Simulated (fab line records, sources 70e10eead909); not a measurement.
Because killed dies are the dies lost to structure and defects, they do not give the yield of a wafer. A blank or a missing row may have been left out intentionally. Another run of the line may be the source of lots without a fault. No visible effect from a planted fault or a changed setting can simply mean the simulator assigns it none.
What tool caused it? || flow nand-harc || 12 lots, 36 wafers sampled, at 4 steps of a route of 1302

== WHAT THE GAUGES READ, wafer by wafer ==
No reading from a measuring or inspecting step in the record can be judged against a usual standard deviation.

== TOOL THAT RAN EACH LOT (tool first, then ch and the chambers of the sampled wafers, then the start) ==
{"lot": "L538", "NHARC_A_WL_FILL_ETCHBACK_04": "rie-metal-03 ch 1, day 20 10:05", "NHARC_A_WL_FILL_ETCHBACK_26": "rie-si-01 ch 1,2,3, day 21 02:43", "NHARC_A_WL_FILL_ALD_19": "ald-metal-01 ch 2,3, day 21 02:58", "NHARC_A_CONTACT_DEP_29": "pecvd-03 ch 0,1,2, day 21 11:56"}
{"lot": "L539", "NHARC_A_WL_FILL_ETCHBACK_04": "rie-metal-02 ch 0,1, day 21 04:17", "NHARC_A_WL_FILL_ETCHBACK_26": "rie-si-01 ch 2,3, day 21 20:20", "NHARC_A_WL_FILL_ALD_19": "ald-metal-03 ch 0,1,3, day 21 20:38", "NHARC_A_CONTACT_DEP_29": "pecvd-04 ch 0,1,2, day 22 03:11"}
{"lot": "L540", "NHARC_A_WL_FILL_ETCHBACK_04": "rie-metal-03 ch 0,1, day 21 04:27", "NHARC_A_WL_FILL_ETCHBACK_26": "rie-si-03 ch 0,2,3, day 21 20:20", "NHARC_A_WL_FILL_ALD_19": "ald-metal-04 ch 1,2,3, day 21 20:35", "NHARC_A_CONTACT_DEP_29": "pecvd-04 ch 0,1, day 22 02:52"}
{"lot": "L541", "NHARC_A_WL_FILL_ETCHBACK_04": "rie-metal-01 ch 0,1, day 21 16:37", "NHARC_A_WL_FILL_ETCHBACK_26": "rie-si-05 ch 0,1,2, day 22 08:01", "NHARC_A_WL_FILL_ALD_19": "ald-metal-04 ch 0,1,2, day 22 08:18", "NHARC_A_CONTACT_DEP_29": "pecvd-01 ch 1,2, day 22 14:10"}
{"lot": "L544", "NHARC_A_WL_FILL_ETCHBACK_04": "rie-metal-01 ch 0,1, day 22 23:17", "NHARC_A_WL_FILL_ETCHBACK_26": "rie-si-05 ch 2,3, day 23 16:19", "NHARC_A_WL_FILL_ALD_19": "ald-metal-01 ch 1,2, day 23 16:37", "NHARC_A_CONTACT_DEP_29": "pecvd-01 ch 0,1, day 23 22:29"}
{"lot": "L545", "NHARC_A_WL_FILL_ETCHBACK_04": "rie-metal-01 ch 0,1, day 23 12:02", "NHARC_A_WL_FILL_ETCHBACK_26": "rie-si-03 ch 0,2,3, day 24 02:22", "NHARC_A_WL_FILL_ALD_19": "ald-metal-04 ch 1,2, day 24 02:36", "NHARC_A_CONTACT_DEP_29": "pecvd-04 ch 0,2, day 24 08:28"}
{"lot": "L549", "NHARC_A_WL_FILL_ETCHBACK_04": "rie-metal-03 ch 1, day 25 04:20", "NHARC_A_WL_FILL_ETCHBACK_26": "rie-si-05 ch 0,3, day 25 17:20", "NHARC_A_WL_FILL_ALD_19": "ald-metal-03 ch 0,1,3, day 25 17:38", "NHARC_A_CONTACT_DEP_29": "pecvd-01 ch 0,1, day 25 23:26"}
{"lot": "L550", "NHARC_A_WL_FILL_ETCHBACK_04": "rie-metal-01 ch 0,1, day 25 08:15", "NHARC_A_WL_FILL_ETCHBACK_26": "rie-si-05 ch 0,3, day 25 23:27", "NHARC_A_WL_FILL_ALD_19": "ald-metal-04 ch 1,2,3, day 25 23:45", "NHARC_A_CONTACT_DEP_29": "pecvd-01 ch 1,2, day 26 06:23"}
{"lot": "L552", "NHARC_A_WL_FILL_ETCHBACK_04": "rie-metal-02 ch 0,1, day 26 06:36", "NHARC_A_WL_FILL_ETCHBACK_26": "rie-si-01 ch 0,2,3, day 26 21:55", "NHARC_A_WL_FILL_ALD_19": "ald-metal-04 ch 0,1,3, day 26 22:13", "NHARC_A_CONTACT_DEP_29": "pecvd-01 ch 1,2, day 27 04:56"}
{"lot": "L556", "NHARC_A_WL_FILL_ETCHBACK_04": "rie-metal-02 ch 0,1, day 28 10:47", "NHARC_A_WL_FILL_ETCHBACK_26": "rie-si-05 ch 0,1, day 29 04:13", "NHARC_A_WL_FILL_ALD_19": "ald-metal-04 ch 0,1,2, day 29 04:31", "NHARC_A_CONTACT_DEP_29": "pecvd-03 ch 0,1,2, day 29 10:28"}
{"lot": "L557", "NHARC_A_WL_FILL_ETCHBACK_04": "rie-metal-03 ch 0,1, day 28 14:56", "NHARC_A_WL_FILL_ETCHBACK_26": "rie-si-01 ch 0,1,2, day 29 04:13", "NHARC_A_WL_FILL_ALD_19": "ald-metal-01 ch 0,2, day 29 04:30", "NHARC_A_CONTACT_DEP_29": "pecvd-04 ch 0,2, day 29 10:49"}
{"lot": "L559", "NHARC_A_WL_FILL_ETCHBACK_04": "rie-metal-03 ch 0,1, day 29 00:15", "NHARC_A_WL_FILL_ETCHBACK_26": "rie-si-01 ch 0,1,2, day 29 15:58", "NHARC_A_WL_FILL_ALD_19": "ald-metal-03 ch 0,1,3, day 29 16:13", "NHARC_A_CONTACT_DEP_29": "pecvd-03 ch 0,2, day 29 21:58"}
- NHARC_A_WL_FILL_ETCHBACK_04: etches the open film in NF3, target depth 60 nm, time 120 s.
- NHARC_A_WL_FILL_ETCHBACK_26: etches the open film in HBr, target depth 52 nm, time 13.3 s.
- NHARC_A_WL_FILL_ALD_19: deposits TiN, target thk 2 nm, pulse time 3 s, ald cycles 100.
- NHARC_A_CONTACT_DEP_29: deposits SiON, target thk 100 nm.

== AS READ BY THE TOOLS THEMSELVES (means over the sampled wafers that have a number; for cases with no such wafer, the mark the record gives instead) ==
NHARC_A_WL_FILL_ETCHBACK_04.
{"lot": "L538", "tool": "rie-metal-03", "drypump-motor-current-A (A)": 5.22, "oes-product-au (a.u.)": 0.986, "run-length-s (s)": 140.8}
{"lot": "L539", "tool": "rie-metal-02", "drypump-motor-current-A (A)": 5.78, "oes-product-au (a.u.)": 1.007, "run-length-s (s)": 141.6}
{"lot": "L540", "tool": "rie-metal-03", "drypump-motor-current-A (A)": 5.32, "oes-product-au (a.u.)": 1.003, "run-length-s (s)": 140.9}
{"lot": "L541", "tool": "rie-metal-01", "drypump-motor-current-A (A)": 5.87, "oes-product-au (a.u.)": 0.990, "run-length-s (s)": 141.5}
{"lot": "L544", "tool": "rie-metal-01", "drypump-motor-current-A (A)": 5.88, "oes-product-au (a.u.)": 0.996, "run-length-s (s)": 141.6}
{"lot": "L545", "tool": "rie-metal-01", "drypump-motor-current-A (A)": 5.86, "oes-product-au (a.u.)": 0.990, "run-length-s (s)": 141.5}
{"lot": "L549", "tool": "rie-metal-03", "drypump-motor-current-A (A)": 5.21, "oes-product-au (a.u.)": 1.003, "run-length-s (s)": 140.6}
{"lot": "L550", "tool": "rie-metal-01", "drypump-motor-current-A (A)": 5.89, "oes-product-au (a.u.)": 1.007, "run-length-s (s)": 141.7}
{"lot": "L552", "tool": "rie-metal-02", "drypump-motor-current-A (A)": 5.81, "oes-product-au (a.u.)": 0.993, "run-length-s (s)": 141.6}
{"lot": "L556", "tool": "rie-metal-02", "drypump-motor-current-A (A)": 5.80, "oes-product-au (a.u.)": 0.996, "run-length-s (s)": 141.4}
{"lot": "L557", "tool": "rie-metal-03", "drypump-motor-current-A (A)": 5.32, "oes-product-au (a.u.)": 1.000, "run-length-s (s)": 140.7}
{"lot": "L559", "tool": "rie-metal-03", "drypump-motor-current-A (A)": 5.43, "oes-product-au (a.u.)": 0.999, "run-length-s (s)": 141.0}

NHARC_A_WL_FILL_ETCHBACK_26.
{"lot": "L538", "tool": "rie-si-01", "drypump-motor-current-A (A)": 6.0, "oes-product-au (a.u.)": 1.009, "run-length-s (s)": 34.4, "throttle-valve-pct (%)": 23.262}
{"lot": "L539", "tool": "rie-si-01", "drypump-motor-current-A (A)": 6.0, "oes-product-au (a.u.)": 1.018, "run-length-s (s)": 34.1, "throttle-valve-pct (%)": 23.265}
{"lot": "L540", "tool": "rie-si-03", "drypump-motor-current-A (A)": 5.9, "oes-product-au (a.u.)": 0.998, "run-length-s (s)": 34.4, "throttle-valve-pct (%)": 23.264}
{"lot": "L541", "tool": "rie-si-05", "drypump-motor-current-A (A)": 5.6, "oes-product-au (a.u.)": 0.997, "run-length-s (s)": 34.6, "throttle-valve-pct (%)": 23.280}
{"lot": "L544", "tool": "rie-si-05", "drypump-motor-current-A (A)": 5.7, "oes-product-au (a.u.)": 0.991, "run-length-s (s)": 34.6, "throttle-valve-pct (%)": 23.273}
{"lot": "L545", "tool": "rie-si-03", "drypump-motor-current-A (A)": 5.9, "oes-product-au (a.u.)": 1.003, "run-length-s (s)": 34.6, "throttle-valve-pct (%)": 23.263}
{"lot": "L549", "tool": "rie-si-05", "drypump-motor-current-A (A)": 5.4, "oes-product-au (a.u.)": 0.994, "run-length-s (s)": 35.2, "throttle-valve-pct (%)": 23.259}
{"lot": "L550", "tool": "rie-si-05", "drypump-motor-current-A (A)": 5.4, "oes-product-au (a.u.)": 0.997, "run-length-s (s)": 35.0, "throttle-valve-pct (%)": 23.268}
{"lot": "L552", "tool": "rie-si-01", "drypump-motor-current-A (A)": 5.8, "oes-product-au (a.u.)": 1.005, "run-length-s (s)": 34.6, "throttle-valve-pct (%)": 23.262}
{"lot": "L556", "tool": "rie-si-05", "drypump-motor-current-A (A)": 5.5, "oes-product-au (a.u.)": 0.989, "run-length-s (s)": 34.6, "throttle-valve-pct (%)": 23.269}
{"lot": "L557", "tool": "rie-si-01", "drypump-motor-current-A (A)": 5.9, "oes-product-au (a.u.)": 1.003, "run-length-s (s)": 33.1, "throttle-valve-pct (%)": 23.257}
{"lot": "L559", "tool": "rie-si-01", "drypump-motor-current-A (A)": 5.9, "oes-product-au (a.u.)": 0.997, "run-length-s (s)": 33.1, "throttle-valve-pct (%)": 23.264}

NHARC_A_WL_FILL_ALD_19.
{"lot": "L538", "tool": "ald-metal-01", "heater-power-w (W)": 1228, "precursor-pulse-height-rel": 0.994}
{"lot": "L539", "tool": "ald-metal-03", "heater-power-w (W)": 1033, "precursor-pulse-height-rel": 0.981}
{"lot": "L540", "tool": "ald-metal-04", "heater-power-w (W)": 1101, "precursor-pulse-height-rel": 0.991}
{"lot": "L541", "tool": "ald-metal-04", "heater-power-w (W)": 1171, "precursor-pulse-height-rel": 1.014}
{"lot": "L544", "tool": "ald-metal-01", "heater-power-w (W)": 1141, "precursor-pulse-height-rel": 0.991}
{"lot": "L545", "tool": "ald-metal-04", "heater-power-w (W)": 1193, "precursor-pulse-height-rel": 1.022}
{"lot": "L549", "tool": "ald-metal-03", "heater-power-w (W)": 1083, "precursor-pulse-height-rel": 0.993}
{"lot": "L550", "tool": "ald-metal-04", "heater-power-w (W)": 1109, "precursor-pulse-height-rel": 0.999}
{"lot": "L552", "tool": "ald-metal-04", "heater-power-w (W)": 1152, "precursor-pulse-height-rel": 1.001}
{"lot": "L556", "tool": "ald-metal-04", "heater-power-w (W)": 1223, "precursor-pulse-height-rel": 1.012}
{"lot": "L557", "tool": "ald-metal-01", "heater-power-w (W)": 1210, "precursor-pulse-height-rel": 1.003}
{"lot": "L559", "tool": "ald-metal-03", "heater-power-w (W)": 1080, "precursor-pulse-height-rel": 1.008}

NHARC_A_CONTACT_DEP_29.
{"lot": "L538", "tool": "pecvd-03", "heater-power-w (W)": 685, "showerhead-vpp-V (V)": 1205}
{"lot": "L539", "tool": "pecvd-04", "heater-power-w (W)": 646, "showerhead-vpp-V (V)": 1178}
{"lot": "L540", "tool": "pecvd-04", "heater-power-w (W)": 626, "showerhead-vpp-V (V)": 1187}
{"lot": "L541", "tool": "pecvd-01", "heater-power-w (W)": 754, "showerhead-vpp-V (V)": 1153}
{"lot": "L544", "tool": "pecvd-01", "heater-power-w (W)": 707, "showerhead-vpp-V (V)": 1170}
{"lot": "L545", "tool": "pecvd-04", "heater-power-w (W)": 711, "showerhead-vpp-V (V)": 1128}
{"lot": "L549", "tool": "pecvd-01", "heater-power-w (W)": 741, "showerhead-vpp-V (V)": 1171}
{"lot": "L550", "tool": "pecvd-01", "heater-power-w (W)": 730, "showerhead-vpp-V (V)": 1143}
{"lot": "L552", "tool": "pecvd-01", "heater-power-w (W)": 838, "showerhead-vpp-V (V)": 1158}
{"lot": "L556", "tool": "pecvd-03", "heater-power-w (W)": 649, "showerhead-vpp-V (V)": 1209}
{"lot": "L557", "tool": "pecvd-04", "heater-power-w (W)": 630, "showerhead-vpp-V (V)": 1152}
{"lot": "L559", "tool": "pecvd-03", "heater-power-w (W)": 679, "showerhead-vpp-V (V)": 1213}

== THE ANSWER, worked out from the rows above alone ==
Rule: what is usual is taken from the lots themselves. Put in order of their means at a reading, lots are off if they are a third of the lots or fewer, leave a main group of 4 or more, and stand apart from it by a gap of 3 or more times the standard deviation of the main group's means; of several such gaps the widest counts. A main group is skipped when, at the precision printed for the reading in the tables above, its means are all equal. A lot without any number at a reading at which 4 lots or more have one is off too. Any other lot the step has rows for is counted as sound. Order of review: gauges by route order, followed by the tools' own readings, for which a lot's mean as printed above is used. The first step at which some lot is off is used, and at that step the reading that is off furthest; a lot without a number counts as furthest.
Off, at NHARC_A_WL_FILL_ETCHBACK_26 on run-length-s: L557, L559. Mean 34.6 s and standard deviation 0.29 in the main group.
A tool fits if, at that step or a process step before it, it ran every lot that is off, and no sound lot after the first of them. 2 tools fit, rie-metal-03 at NHARC_A_WL_FILL_ETCHBACK_04 and rie-si-01 at NHARC_A_WL_FILL_ETCHBACK_26, so this cannot tell which one it is.

== WHAT THE SIMULATOR HAD INSERTED ==
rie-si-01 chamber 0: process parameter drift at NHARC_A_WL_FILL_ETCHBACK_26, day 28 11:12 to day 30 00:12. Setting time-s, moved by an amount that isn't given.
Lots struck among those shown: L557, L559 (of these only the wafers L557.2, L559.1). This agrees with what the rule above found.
